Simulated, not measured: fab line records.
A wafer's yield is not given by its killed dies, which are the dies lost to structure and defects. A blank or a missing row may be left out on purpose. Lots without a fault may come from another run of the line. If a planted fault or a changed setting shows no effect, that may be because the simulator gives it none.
Chamber matching | flow n5-finfet | N5_FIN_CUT_ETCH_21 on rie-diel-03 has 4 sister chambers
The step etches SOC in N2/H2, target depth 219 nm, overetch 43.8 nm, time 523.5 s. 4 wafers are shown with their chamber, then 7 later ones without.

== WAFERS, EACH WITH ITS CHAMBER ==
wafer  | chamber | drypump-motor-current-A (A)
L076.4 | 2       | 6.6
L084.4 | 3       | 5.4
L086.1 | 1       | 4.9
L086.3 | 0       | 5.6

== WAFERS WHOSE CHAMBER IS MISSING ==
wafer  | drypump-motor-current-A (A)
L086.4 | 5.4
L089.4 | 4.9
L089.5 | 6.6
L089.6 | 5.5
L093.2 | 4.9
L093.4 | 5.7
L093.6 | 6.6

== WHICH CHAMBER EACH WENT THROUGH ==
wafer  | from the rows above     | in truth
L086.4 | 3                       | 3
L089.4 | 1                       | 1
L089.5 | 2                       | 2
L089.6 | can't be placed: 0 or 3 | 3
L093.2 | 1                       | 1
L093.4 | 0                       | 0
L093.6 | 2                       | 2
6 of 7 placed correctly. Not placeable from these rows: 1 (in 1, the candidates include the true chamber). Placed wrongly: 0.
How it was worked out, from the rows above alone: a wafer's distance from a chamber is the root of the sum, over the readings, of the square of ((its reading less the chamber's mean) divided by the reading's scatter). If the next closest chamber is less than 2 further off than the closest, the wafer can't be placed; otherwise it belongs to the closest. For every chamber, the mean is computed from those of its wafers that are shown. The scatter (one wafer shown for each chamber): square how far every hidden wafer sits from the nearest shown wafer, average those squares and take the square root.
